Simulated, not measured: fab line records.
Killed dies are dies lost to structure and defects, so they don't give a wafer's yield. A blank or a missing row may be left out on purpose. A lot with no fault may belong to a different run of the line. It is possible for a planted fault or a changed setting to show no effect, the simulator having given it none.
Which tool did it?	flow n5_finfet	9 lots, 27 wafers sampled, at 5 steps of a route of 1938

== WHAT THE GAUGES READ, wafer by wafer ==
N5_BEOL_M4_RC_MEAS_101. Usual: CJ_P 5.82, standard deviation 0.19; DIBL_N 35.9 mV/V, standard deviation 1.9; DIBL_P 35.8 mV/V, standard deviation 2.4; IOFF_N 0.15 nA/um, standard deviation 0.031; IOFF_P 0.21 nA/um, standard deviation 0.037; ION_N 672 uA/um, standard deviation 13; ION_P 462 uA/um, standard deviation 8.3; SS_N 71.5 mV/dec, standard deviation 0.72; SS_P 73.2 mV/dec, standard deviation 0.67; VT_N 250 mV, standard deviation 3.4; VT_P -250 mV, standard deviation 3.4.
lot	measured	on	CJ_P	DIBL_N (mV/V)	DIBL_P (mV/V)	IOFF_N (nA/um)	IOFF_P (nA/um)	ION_N (uA/um)	ION_P (uA/um)	SS_N (mV/dec)	SS_P (mV/dec)	VT_N (mV)	VT_P (mV)	flag
L938	day 7 22:57	prober-02	5.90 5.75 6.05	37.0 36.5 36.5	37.6 35.3 36.1	0.15 0.13 0.13	0.22 0.18 0.19	676 657 660	466 450 457	71.2 71.2 71.4	73.8 73.2 72.7	250 253 252	-250 -253 -251	
L944	day 9 12:15	prober-02	5.42 5.86 5.80	35.1 37.4 38.2	36.0 37.4 37.8	0.15 0.18 0.18	0.20 0.23 0.24	675 683 668	460 466 467	71.0 71.9 73.1	73.3 74.1 73.8	249 248 248	-250 -251 -249	
L947	day 10 04:37	prober-02	5.84 6.04 5.51	37.3 40.0 34.2	35.6 39.7 33.6	0.15 0.20 0.11	0.20 0.27 0.18	661 683 652	455 464 455	72.2 73.4 71.5	73.8 73.9 72.0	252 248 255	-250 -249 -252	
L948	day 10 09:46	prober-01	5.91 6.09 5.77	35.1 33.3 36.9	35.3 33.8 37.2	0.13 0.11 0.16	0.17 0.15 0.20	665 658 675	456 457 459	70.7 70.6 72.0	72.8 73.1 73.7	253 255 251	-254 -257 -251	
L953	day 11 16:10	prober-01	4.43 4.83 4.54	38.7 38.1 36.4	41.2 39.6 38.1	0.24 0.21 0.17	0.32 0.27 0.23	691 670 684	474 465 470	72.6 72.7 71.6	73.4 73.2 74.1	244 247 251	-244 -243 -246	OFF
L955	day 11 21:08	prober-02	4.69 4.83 4.93	39.6 38.2 36.8	39.8 37.2 36.4	0.21 0.18 0.16	0.31 0.25 0.23	684 682 674	477 470 466	71.4 72.2 71.6	74.9 73.6 73.6	243 247 248	-247 -250 -249	OFF
L957	day 12 12:03	prober-01	5.84 5.59 5.87	36.3 33.1 34.3	34.0 30.0 32.4	0.16 0.10 0.12	0.20 0.14 0.17	682 656 669	465 453 461	71.4 71.2 70.8	73.8 72.4 72.6	250 254 252	-250 -253 -255	
L958	day 13 07:49	prober-01	5.90 6.01 5.78	37.3 35.4 35.8	37.4 36.2 35.8	0.19 0.16 0.17	0.26 0.23 0.23	682 676 688	470 472 471	71.5 70.8 70.9	73.0 73.6 72.9	244 247 247	-246 -248 -248	
L960	day 13 22:01	prober-01	5.92 5.75 5.78	38.1 37.9 35.8	39.6 38.2 37.0	0.19 0.18 0.15	0.26 0.23 0.20	677 696 674	462 474 464	72.5 72.1 71.2	74.5 74.2 74.0	246 249 251	-246 -248 -251	

== TOOL THAT RAN EACH LOT (tool first, then ch and the chambers of the sampled wafers, then the start) ==
lot	N5_ZERO_LAYER_ETCH_17	N5_ZERO_LAYER_ETCH_18	N5_WELL_APT_IMPLANT_15	N5_WELL_APT_DESCUM_30
L938	rie_diel-03 ch 1,2,3, day 1 13:01	rie_si-06 ch 0,1,3, day 1 13:05	implanter-01 ch 0, day 1 14:58	rie_diel-04 ch 0,1,2, day 1 16:52
L944	rie_diel-02 ch 0,1,2, day 3 02:20	rie_si-05 ch 0,1, day 3 02:25	implanter-01 ch 0, day 3 03:53	rie_diel-06 ch 0,2, day 3 04:40
L947	rie_diel-02 ch 0,2, day 3 18:44	rie_si-05 ch 0,1, day 3 18:49	implanter-01 ch 0, day 3 20:11	rie_diel-05 ch 0,1,2, day 3 21:07
L948	rie_diel-02 ch 0,2, day 4 00:43	rie_si-03 ch 0,1, day 4 00:47	implanter-02 ch 0, day 4 01:59	rie_diel-05 ch 0,1, day 4 03:03
L953	rie_diel-01 ch 1,3, day 5 06:43	rie_si-03 ch 0,1,3, day 5 06:47	implanter-01 ch 0, day 5 08:18	rie_diel-04 ch 0,2,3, day 5 09:19
L955	rie_diel-02 ch 1,2, day 5 18:50	rie_si-06 ch 0,1, day 5 18:55	implanter-01 ch 0, day 5 20:14	rie_diel-06 ch 0,1, day 5 21:10
L957	rie_diel-01 ch 0,3, day 6 07:04	rie_si-06 ch 1,3, day 6 07:08	implanter-02 ch 0, day 6 08:30	rie_diel-06 ch 0,2, day 6 09:24
L958	rie_diel-02 ch 0,2,3, day 6 13:25	rie_si-05 ch 0,2, day 6 13:29	implanter-02 ch 0, day 6 14:45	rie_diel-04 ch 0,3, day 6 15:43
L960	rie_diel-03 ch 1,3, day 7 00:43	rie_si-06 ch 0,1,2, day 7 00:47	implanter-02 ch 0, day 7 02:03	rie_diel-04 ch 1,2,3, day 7 02:56
- N5_ZERO_LAYER_ETCH_17: etches SiO2 in CF4, target depth 12 nm, time 13.3 s.
- N5_ZERO_LAYER_ETCH_18: etches Si in HBr/Cl2, target depth 120 nm, time 40 s.
- N5_WELL_APT_IMPLANT_15
- N5_WELL_APT_DESCUM_30: chemistry O2, time 7.9 s.

== AS READ BY THE TOOLS THEMSELVES (means over the sampled wafers that have a number; for cases with no such wafer, the mark the record gives instead) ==
N5_ZERO_LAYER_ETCH_17. Usual: drypump_motor_current_A 5.6 A, standard deviation 0.46; oes_product_au 0.81 a.u., standard deviation 0.077; rf_fwd_power_W 446.2 W, standard deviation 1.5; rf_vpp_V 950 V, standard deviation 6.3; showerhead_plenum_p_Torr 2.16 Torr, standard deviation 0.098; throttle_valve_pct 15.68 %, standard deviation 0.19.
lot	tool	drypump_motor_current_A (A)	oes_product_au (a.u.)	rf_fwd_power_W (W)	rf_vpp_V (V)	showerhead_plenum_p_Torr (Torr)	throttle_valve_pct (%)	flag
L938	rie_diel-03	5.8	0.80	445.2	954	2.22	15.59	
L944	rie_diel-02	5.4	0.77	446.2	943	2.07	15.65	
L947	rie_diel-02	5.8	0.79	447.8	943	2.05	15.84	
L948	rie_diel-02	5.8	0.80	446.5	943	2.05	15.85	
L953	rie_diel-01	5.6	0.86	447.9	954	2.23	15.73	
L955	rie_diel-02	5.3	0.75	446.4	941	2.03	15.55	
L957	rie_diel-01	5.9	0.74	447.2	952	2.19	15.81	
L958	rie_diel-02	5.7	0.80	446.6	948	2.13	15.75	
L960	rie_diel-03	5.6	0.77	444.4	952	2.21	15.73	

N5_ZERO_LAYER_ETCH_18. Usual: drypump_motor_current_A 5.4 A, standard deviation 0.37; oes_product_au 1.000 a.u., standard deviation 0.019; rf_fwd_power_W 796.0 W, standard deviation 2.5; throttle_valve_pct 36.22 %, standard deviation 0.27.
lot	tool	drypump_motor_current_A (A)	oes_product_au (a.u.)	rf_fwd_power_W (W)	throttle_valve_pct (%)	flag
L938	rie_si-06	5.5	0.997	796.6	36.10	
L944	rie_si-05	5.6	1.000	793.3	36.27	
L947	rie_si-05	5.6	1.003	794.0	36.27	
L948	rie_si-03	5.4	1.009	794.0	36.15	
L953	rie_si-03	5.5	1.007	793.3	36.23	
L955	rie_si-06	5.3	1.004	797.4	36.17	
L957	rie_si-06	5.7	0.997	798.8	35.89	
L958	rie_si-05	5.9	0.989	798.0	36.09	
L960	rie_si-06	5.2	0.992	795.9	36.27	

N5_WELL_APT_IMPLANT_15. Usual: 25.001 for beam_energy_keV, sd 0.0077.
lot	tool	beam_energy_keV	flag
L938	implanter-01	25.001	
L944	implanter-01	24.987	
L947	implanter-01	24.994	
L948	implanter-02	25.007	
L953	implanter-01	40.049	OFF
L955	implanter-01	40.042	OFF
L957	implanter-02	25.020	
L958	implanter-02	25.002	
L960	implanter-02	25.006	

N5_WELL_APT_DESCUM_30. Usual: bias_power_w is 19.99 W with standard deviation 0.056, drypump_motor_current_A is 5.7 A with standard deviation 0.51, oes_product_au is 0.76 a.u. with standard deviation 0.071, rf_fwd_power_W is 49.68 W with standard deviation 0.22, rf_vpp_V is 242.9 V with standard deviation 1.5, showerhead_plenum_p_Torr is 2.07 Torr with standard deviation 0.075, and throttle_valve_pct is 20.54 % with standard deviation 0.15.
lot	tool	bias_power_w (W)	drypump_motor_current_A (A)	oes_product_au (a.u.)	rf_fwd_power_W (W)	rf_vpp_V (V)	showerhead_plenum_p_Torr (Torr)	throttle_valve_pct (%)	flag
L938	rie_diel-04	20.02	5.6	0.74	49.61	244.4	2.17	20.63	
L944	rie_diel-06	19.94	6.1	0.70	49.57	243.4	2.10	20.47	
L947	rie_diel-05	19.98	6.1	0.81	49.63	243.3	2.07	20.52	
L948	rie_diel-05	19.99	6.0	0.76	49.60	241.9	2.03	20.63	
L953	rie_diel-04	19.92	5.3	0.75	49.54	244.7	2.13	20.55	
L955	rie_diel-06	20.01	5.9	0.73	49.70	240.8	1.97	20.65	
L957	rie_diel-06	19.99	6.2	0.77	49.97	243.1	2.09	20.40	
L958	rie_diel-04	19.96	5.6	0.75	49.59	244.5	2.13	20.56	
L960	rie_diel-04	20.04	5.2	0.78	49.72	243.8	2.10	20.61	

== THE ANSWER, worked out from the rows above alone ==
Rule: a lot is off if the mean of its wafers that have a number lies more than 3 standard deviations from the usual mean. A lot without any number at a reading at which 4 lots or more have one is off too. Any other lot the step has rows for is counted as sound. The gauges are gone through in route order, then the tools' own readings, and for those a lot's mean is taken as printed above. The first step at which some lot is off is used, and at that step the reading that is off furthest; a lot without a number counts as furthest.
Off: L953, L955, seen at N5_BEOL_M4_RC_MEAS_101 (CJ_P).
A tool fits if, at a process step before that reading, it ran every lot that is off, and no sound lot after the first of them. Not tried: the gauges at N5_BEOL_M4_RC_MEAS_101; whatever is off there is also off at N5_WELL_APT_IMPLANT_15, on other tools, and gauge error can't account for it. One fits: N5_WELL_APT_IMPLANT_15 on implanter-01. Its last sound lot is L947 (day 3 20:11), its first lot that is off L953 (day 5 08:18): a fault that began between those two fits.
On the lots that are off, the tool's own readings at N5_WELL_APT_IMPLANT_15 differ by more than 5 times the standard deviation of the sound lots' means, which bears it out; beam_energy_keV reads 40.046 there versus 25.002 on the sound lots.

== WHAT THE SIMULATOR PUT IN ==
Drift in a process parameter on implanter-01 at N5_WELL_APT_IMPLANT_15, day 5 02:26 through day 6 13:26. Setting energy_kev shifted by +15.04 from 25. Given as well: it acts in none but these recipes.
Lots struck among those shown: L953, L955. The rule above reached the same finding.
